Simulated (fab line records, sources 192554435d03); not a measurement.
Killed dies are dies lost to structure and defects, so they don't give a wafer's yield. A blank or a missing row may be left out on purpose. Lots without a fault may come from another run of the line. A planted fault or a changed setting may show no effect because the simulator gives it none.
fab line records | flow n5_finfet
record lots=7 wafers=39
route steps=1938 shown PAD_METAL@1895
start_h: hours from the record's first day to the start of the lot's first wafer shown | wait_h: hours since the lot's step before | " the same as in the row above | L1.1+2: a row that stands for several wafers | - no value, or no start given | * or withheld: withheld | < > ~ a bound
route shown NAME@n: a module of which the file shows steps, and the number in the route of the first | usual: mean/standard deviation of fault-free wafers | same: alike in all rows | chamber/n: place in a boat | sites: the reading at each site | _std_site: their standard deviation | _edge_site: outer sites' mean less inner sites' | radius_mm: how far each site lies from the wafer's centre | mask NAME#n: copy n | behind: the tool/chamber that last shaped the wafer | hold: why the lot was held/for how many hours/how that ended | device: the transistor (n, p or np) that didn't switch | end of line: the same wafers' tests at the end of the route | a step without rows: its recipe alone | killed: dies lost to structure and defects at the first sort, not the wafer's yield | map: a wafer's dies, x killed, . not, _ none there
set.NAME: the setting as run; set.NAME@STEP: as run at that earlier step | model.NAME: the simulator's own value behind a step, which no gauge read
lots whose settings were changed on purpose; a table a step, a row a wafer
## steps
# step N5_PASSIVATION_SPUTTER_20
# recipe material=TaN target_thk_a=500 temp_c=25 chamber_pressure_pa=0.4
# columns lot.wafer tool chamber start_h wait_h set.target_thk_a model.TaN_of_PASSIVATION_SPUTTER_20.thk_nm
L075.3+4+6 pvd_sputter-03 - 261.20 0.0 500 49.8
L078.1 pvd_sputter-03 - 276.10 0.0 500 50
L078.2+4 " - " " 375.8 37.2
L078.3 " - " " 375.8 38.4
L078.5+6 " - " " 500 49.8
L081.1+5 pvd_sputter-01 - 295.53 0.0 500 49.8
L081.2+3 " - " " 500 50.4
L081.4 " - " " 500 49.6
L081.6 " - " " 500 50.6
L082.1+6 pvd_sputter-01 - 301.93 0.0 500 50.2
L082.2 " - " " 500 50.4
L082.3+4 " - " " 707.4 70.8
L082.5 " - " " 707.4 71.2
L089.1 pvd_sputter-03 - 347.37 0.0 250.4 25.2
L089.2 " - " " 500 49.4
L089.3 " - " " 250.4 24.4
L089.4 " - " " 500 49.8
L089.5 " - " " 250.4 24.2
L089.6 " - " " 500 50.2
L092.1 pvd_sputter-02 - 386.95 0.0 649.4 64.2
L092.2 " - " " 500 49.6
L092.3 " - " " 649.4 64.4
L092.4 " - " " 649.4 64
L092.5 " - " " 500 49.4
L092.6 " - " " 500 49.2
L094.1 pvd_sputter-01 - 392.47 0.0 625.6 63.2
L094.2+4 " - " " 500 50.2
L094.3+5 " - " " 625.6 62.8
L094.6 " - " " 500 50.6
## key
split step=N5_PASSIVATION_SPUTTER_20 setting=target_thk_a stated=500 by=wafer
response step=N5_PASSIVATION_SPUTTER_20 reading=model.TaN_of_PASSIVATION_SPUTTER_20.thk_nm change=+0.5 per=1% r=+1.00
